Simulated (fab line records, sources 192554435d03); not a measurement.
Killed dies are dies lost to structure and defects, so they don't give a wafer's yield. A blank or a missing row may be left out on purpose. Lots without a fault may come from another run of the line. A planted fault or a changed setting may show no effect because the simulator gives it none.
Split-lot experiment | flow n5_finfet | 7 lots, 21 wafers read, on a route of 1938 steps

THE SPLIT
At N5_BEOL_M15_DEP_53 (deposits SiCN from 3MS/NH3, target thk 50 nm, time 17.8 s), the setting time_s was moved away from the recipe's 17.8 s on 8 of the 21 wafers read, by -9.0% to +14.8%. The other wafers ran this setting at the recipe's value.

The reading is taken at the split's own step.

THE READING
SiCN_of_BEOL_M15_DEP_53.thk_nm (the simulator's own value, which no gauge read), in nm, at N5_BEOL_M15_DEP_53 (deposits SiCN from 3MS/NH3, target thk 50 nm, time 17.8 s). The file gives no usual value for it. The 13 wafers here that ran the recipe average 50.2 nm, standard deviation 0.73 nm.

wafer  | tool, chamber at the split | time_s as run, s | against the recipe | SiCN_of_BEOL_M15_DEP_53.thk_nm, nm | against lot-mates on the recipe
L076.1 | pecvd-03, 1                | 17.8             | recipe             | 49.4                               | -
L076.3 | pecvd-03, 2                | 17.8             | recipe             | 49.2                               | -
L076.6 | pecvd-03, 0                | 19.64            | +10.3%             | 54.8                               | +5.5
L075.1 | pecvd-04, 1                | 17.8             | recipe             | 49.8                               | -
L075.5 | pecvd-04, 0                | 20.43            | +14.8%             | 57.2                               | +7.4
L075.6 | pecvd-04, 1                | 20.43            | +14.8%             | 57.8                               | +8.0
L078.4 | pecvd-01, 0                | 17.8             | recipe             | 51                                 | -
L078.5 | pecvd-01, 1                | 17.8             | recipe             | 51.2                               | -
L078.6 | pecvd-01, 2                | 17.8             | recipe             | 50.4                               | -
L081.2 | pecvd-04, 2                | 17.8             | recipe             | 50.4                               | -
L081.4 | pecvd-04, 2                | 17.8             | recipe             | 51.2                               | -
L081.5 | pecvd-04, 0                | 17.8             | recipe             | 50.6                               | -
L085.1 | pecvd-01, 1                | 19.36            | +8.8%              | 54.2                               | no lot-mate on the recipe
L085.3 | pecvd-01, 0                | 19.36            | +8.8%              | 54                                 | no lot-mate on the recipe
L085.5 | pecvd-01, 2                | 19.36            | +8.8%              | 54.8                               | no lot-mate on the recipe
L090.1 | pecvd-01, 2                | 17.8             | recipe             | 49.6                               | -
L090.4 | pecvd-01, 1                | 17.8             | recipe             | 50.8                               | -
L090.5 | pecvd-01, 0                | 17.8             | recipe             | 50                                 | -
L095.1 | pecvd-01, 1                | 17.8             | recipe             | 49                                 | -
L095.2 | pecvd-01, 0                | 16.19            | -9.0%              | 44.8                               | -4.2
L095.3 | pecvd-01, 2                | 16.19            | -9.0%              | 45.4                               | -3.6

THE FIT
A straight line over all 21 wafers: SiCN_of_BEOL_M15_DEP_53.thk_nm changes by +0.502 nm for each +1% of time_s; r = +0.98; the points scatter about the line by 0.67 nm.
The same after taking each lot's own level away (the mean of its wafers on the recipe; 18 wafers): +0.498 nm for each +1%; r = +0.99; scatter 0.41 nm.
On that fit, the largest move of time_s shifts the reading by 7.4 nm.
The lots' own levels span 49.00 to 50.87 nm, that is 2.6 times the standard deviation above.
So the lot-to-lot level changes the slope little: the two slopes agree.
Check: with one of the wafers moved furthest among these (+14.8%) left out of the fit, the line predicts +7.53 nm for it against its lot-mates. It came out at +7.4 nm against them.

OTHER SPLITS ON THESE WAFERS
These wafers also went through other splits before the reading. Each is held against what the fit with the lots' levels taken away leaves over:
other split on the same wafers   | wafers away from the commonest value | r with SiCN_of_BEOL_M15_DEP_53.thk_nm (lot level and that fit taken away)
N5_BEOL_M13_COAT_04 spin_rpm     | 5                                    | -0.03
N5_BEOL_M14_EXPOSE_07 dose_mj    | 5                                    | +0.05
N5_BEOL_M14_ETCH_59 h2_flow_sccm | 6                                    | +0.35

THE FILE'S OWN FIT
SiCN_of_BEOL_M15_DEP_53.thk_nm changes by +0.506 nm for each +1% of time_s, r = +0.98.
